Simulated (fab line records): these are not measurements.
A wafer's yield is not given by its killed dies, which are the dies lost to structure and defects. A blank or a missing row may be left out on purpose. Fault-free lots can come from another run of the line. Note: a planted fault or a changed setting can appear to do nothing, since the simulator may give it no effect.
Matching of chambers ; flow n5Finfet ; 4 sister chambers for N5_DUMMY_GATE_ETCH_31 on rieDiel-03
The step etches SiO2 in C4F6/O2, target depth 82.5 nm, time 27.5 s. 4 wafers are shown with their chamber, then 7 later ones without.

EACH WAFER AND ITS CHAMBER
wafer;chamber;showerheadPlenumPTorr (Torr)
L090.2;3;2.89
L090.4;1;2.73
L092.2;0;2.84
L092.3;2;2.98

WAFERS MISSING THEIR CHAMBER
wafer;showerheadPlenumPTorr (Torr)
L092.4;2.89
L094.1;2.97
L094.2;2.89
L094.6;2.97
L096.1;2.83
L096.3;2.97
L096.6;2.89

WHICH CHAMBER EACH WENT THROUGH
wafer;from the rows above;in truth
L092.4;3;3
L094.1;2;2
L094.2;3;3
L094.6;2;2
L096.1;0;0
L096.3;2;2
L096.6;3;3
Correctly placed: 7 of 7. Not placeable from these rows: 0. Placed wrongly: 0.
How it was worked out, from the rows above alone: a wafer's distance from a chamber is the root of the sum, over the readings, of the square of ((its reading less the chamber's mean) divided by the reading's scatter). The wafer belongs to the nearest chamber; if the next one is less than 2 further off, it can't be placed. Each chamber's mean is taken over the wafers shown for it. The scatter: root of mean squared gap, hidden wafer to nearest shown wafer, with one shown wafer a chamber.
